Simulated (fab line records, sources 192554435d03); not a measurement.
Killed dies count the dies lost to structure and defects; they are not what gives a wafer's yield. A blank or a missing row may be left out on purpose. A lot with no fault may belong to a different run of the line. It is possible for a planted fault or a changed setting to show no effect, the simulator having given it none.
One fault through the eyes of 2 desks | flow n5_finfet | only its own numbers are on each desk; what lay behind them is given at the end

METROLOGY DESK
Means of the sampled wafers that have a number, per lot and without regard to the tool the lot ran on: this is what the gauges read. The brackets show how far a lot's mean lies from the usual mean; more than 4 standard deviations puts the lot out of limits, marked OUT. It has 12 readings; the 7 that lie furthest out on some lot are the ones shown.
Columns: A = thk_nm at N5_FIN_SAQP_THK_MEAS_07, usual 60.5 nm; B = DIBL_P at N5_BEOL_M4_RC_MEAS_101, usual 36.3 mV/V; C = IOFF_N at N5_BEOL_M4_RC_MEAS_101, usual 0.16 nA/um; D = ION_N at N5_BEOL_M4_RC_MEAS_101, usual 678 uA/um; E = SS_P at N5_BEOL_M4_RC_MEAS_101, usual 73.3 mV/dec; F = VT_N at N5_BEOL_M4_RC_MEAS_101, usual 249 mV; G = VT_P at N5_BEOL_M4_RC_MEAS_101, usual -250.0 mV
lot  | first seen here | A    | B    | C    | D   | E    | F   | G
L818 | day 2 07:32     | 59.9 | 36.6 | 0.16 | 674 | 73.8 | 252 | -252.4
L819 | day 2 13:56     | 61.2 | 32.2 | 0.11 | 656 | 72.3 | 255 | -252.9
L820 | day 2 19:45     | 60.8 | 36.3 | 0.18 | 686 | 73.7 | 248 | -250.6
L821 | day 3 01:59     | 60.2 | 37.4 | 0.16 | 679 | 73.2 | 252 | -253.0
L822 | day 3 08:13     | 60.0 | 37.0 | 0.16 | 681 | 73.4 | 249 | -249.2
L824 | day 3 19:59     | 60.6 | 38.7 | 0.17 | 673 | 73.0 | 251 | -253.6
L832 | day 5 19:39     | 58.4 | 34.1 | 0.13 | 668 | 72.3 | 250 | -255.4
L835 | day 6 13:37     | 61.2 | 35.2 | 0.14 | 675 | 72.5 | 250 | -249.8
L836 | day 6 20:11     | 59.1 | 34.1 | 0.14 | 677 | 73.2 | 251 | -248.0
L839 | day 7 13:56     | 60.2 | 35.8 | 0.15 | 674 | 73.7 | 251 | -250.2
This desk found nothing out of limits on any of the 10 lots.

THE TOOL OWNER'S DESK: pecvd-03
The tool's own readings at N5_FIN_SAQP_PECVD_06 (deposits a-Si from SiH4/He, target thk 60 nm, time 48.1 s): means of the sampled wafers that have a number, for each lot that ran on this tool. The brackets show how far a lot's mean lies from the usual mean; more than 4 standard deviations puts the lot out of limits, marked OUT.
Columns: A = chamber_pressure_Torr at N5_FIN_SAQP_PECVD_06, usual 2.999 Torr; B = heater_power_w at N5_FIN_SAQP_PECVD_06, usual 857 W; C = showerhead_plenum_p_Torr at N5_FIN_SAQP_PECVD_06, usual 5.69 Torr; D = throttle_valve_pct at N5_FIN_SAQP_PECVD_06, usual 17.9 %
lot  | first seen here | A     | B   | C    | D
L819 | day 2 15:11     | 2.994 | 809 | 5.61 | 18.2
L820 | day 2 21:01     | 3.003 | 781 | 5.60 | 18.8
L822 | day 3 09:43     | 2.999 | 785 | 5.59 | 18.6
L824 | day 3 21:30     | 2.996 | 816 | 5.59 | 18.8
L832 | day 5 21:07     | 2.996 | 834 | 5.62 | 18.5
This desk found nothing out of limits on any of the 5 lots.

BROUGHT TOGETHER
At the metrology desk, nothing out of limits was observed.
Nothing out of limits was seen by the tool owner's desk.

WHAT THE SIMULATOR HAD INSERTED
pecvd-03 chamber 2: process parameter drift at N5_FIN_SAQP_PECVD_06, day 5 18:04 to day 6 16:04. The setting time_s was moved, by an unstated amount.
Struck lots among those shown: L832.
